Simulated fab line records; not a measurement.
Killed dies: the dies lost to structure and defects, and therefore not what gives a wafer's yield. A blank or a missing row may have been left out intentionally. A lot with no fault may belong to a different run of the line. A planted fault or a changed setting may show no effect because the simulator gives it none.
Chamber matching || flow n5_finfet || rie_diel-06 running N5_PMOS_HMC_CHANNEL_EPI_STRIP_33: 4 sister chambers
The step strips in N2/H2. 14 wafers are shown with their chamber, then 6 later ones without.

WAFERS, EACH WITH ITS CHAMBER
{"wafer": "L080.3", "chamber": 3, "showerhead_plenum_p_Torr (Torr)": 3.50, "throttle_valve_pct (%)": 18.89, "oes_product_au (a.u.)": 0.76}
{"wafer": "L080.4", "chamber": 1, "showerhead_plenum_p_Torr (Torr)": 3.27, "throttle_valve_pct (%)": 18.68, "oes_product_au (a.u.)": 0.82}
{"wafer": "L080.5", "chamber": 3, "showerhead_plenum_p_Torr (Torr)": 3.50, "throttle_valve_pct (%)": 18.88, "oes_product_au (a.u.)": 0.75}
{"wafer": "L083.1", "chamber": 1, "showerhead_plenum_p_Torr (Torr)": 3.27, "throttle_valve_pct (%)": 18.69, "oes_product_au (a.u.)": 0.79}
{"wafer": "L083.5", "chamber": 3, "showerhead_plenum_p_Torr (Torr)": 3.49, "throttle_valve_pct (%)": 18.89, "oes_product_au (a.u.)": 0.74}
{"wafer": "L084.1", "chamber": 0, "showerhead_plenum_p_Torr (Torr)": 3.43, "throttle_valve_pct (%)": 19.04, "oes_product_au (a.u.)": 0.98}
{"wafer": "L084.2", "chamber": 2, "showerhead_plenum_p_Torr (Torr)": 3.21, "throttle_valve_pct (%)": 18.97, "oes_product_au (a.u.)": 0.71}
{"wafer": "L084.3", "chamber": 1, "showerhead_plenum_p_Torr (Torr)": 3.27, "throttle_valve_pct (%)": 18.69, "oes_product_au (a.u.)": 0.77}
{"wafer": "L084.4", "chamber": 3, "showerhead_plenum_p_Torr (Torr)": 3.49, "throttle_valve_pct (%)": 18.90, "oes_product_au (a.u.)": 0.73}
{"wafer": "L084.5", "chamber": 2, "showerhead_plenum_p_Torr (Torr)": 3.21, "throttle_valve_pct (%)": 18.99, "oes_product_au (a.u.)": 0.73}
{"wafer": "L084.6", "chamber": 3, "showerhead_plenum_p_Torr (Torr)": 3.49, "throttle_valve_pct (%)": 18.90, "oes_product_au (a.u.)": 0.76}
{"wafer": "L086.1", "chamber": 2, "showerhead_plenum_p_Torr (Torr)": 3.20, "throttle_valve_pct (%)": 19.00, "oes_product_au (a.u.)": 0.71}
{"wafer": "L086.2", "chamber": 0, "showerhead_plenum_p_Torr (Torr)": 3.43, "throttle_valve_pct (%)": 19.10, "oes_product_au (a.u.)": 0.97}
{"wafer": "L086.3", "chamber": 1, "showerhead_plenum_p_Torr (Torr)": 3.26, "throttle_valve_pct (%)": 18.70, "oes_product_au (a.u.)": 0.78}

SIGNATURES (averages over the wafers above)
{"reading": "showerhead_plenum_p_Torr", "chamber 0": 3.4300, "chamber 1": 3.2675, "chamber 2": 3.2067, "chamber 3": 3.4940, "scatter within a chamber": 0.00512}
{"reading": "throttle_valve_pct", "chamber 0": 19.0700, "chamber 1": 18.6900, "chamber 2": 18.9867, "chamber 3": 18.8920, "scatter within a chamber": 0.0166}
{"reading": "oes_product_au", "chamber 0": 0.9750, "chamber 1": 0.7900, "chamber 2": 0.7167, "chamber 3": 0.7480, "scatter within a chamber": 0.0155}
Rule: for each reading, subtract the chamber's mean from the wafer's reading, divide by that reading's scatter and square the result; add these up over the readings and take the root, which gives the wafer's distance from the chamber. If the next closest chamber is less than 2 further off than the closest, the wafer can't be placed; otherwise it belongs to the closest. How the scatter is found: for the shown wafers, subtract from each reading the mean of its chamber, square and add these, divide the total by (wafers less chambers), then take the root.

WAFERS WITH NO CHAMBER GIVEN
{"wafer": "L086.4", "showerhead_plenum_p_Torr (Torr)": 3.49, "throttle_valve_pct (%)": 18.92, "oes_product_au (a.u.)": 0.75}
{"wafer": "L086.5", "showerhead_plenum_p_Torr (Torr)": 3.49, "throttle_valve_pct (%)": 18.91, "oes_product_au (a.u.)": 0.74}
{"wafer": "L086.6", "showerhead_plenum_p_Torr (Torr)": 3.43, "throttle_valve_pct (%)": 19.13, "oes_product_au (a.u.)": 0.97}
{"wafer": "L088.1", "showerhead_plenum_p_Torr (Torr)": 3.49, "throttle_valve_pct (%)": 18.92, "oes_product_au (a.u.)": 0.74}
{"wafer": "L088.3", "showerhead_plenum_p_Torr (Torr)": 3.42, "throttle_valve_pct (%)": 19.09, "oes_product_au (a.u.)": 0.96}
{"wafer": "L088.5", "showerhead_plenum_p_Torr (Torr)": 3.20, "throttle_valve_pct (%)": 18.95, "oes_product_au (a.u.)": 0.70}

WHICH CHAMBER EACH WENT THROUGH
{"wafer": "L086.4", "from the rows above": 3, "in truth": 3}
{"wafer": "L086.5", "from the rows above": 3, "in truth": 3}
{"wafer": "L086.6", "from the rows above": 0, "in truth": 0}
{"wafer": "L088.1", "from the rows above": 3, "in truth": 3}
{"wafer": "L088.3", "from the rows above": 0, "in truth": 0}
{"wafer": "L088.5", "from the rows above": 2, "in truth": 2}
Placed correctly: 6 of 6. Not placeable from these rows: 0. Placed wrongly: 0.
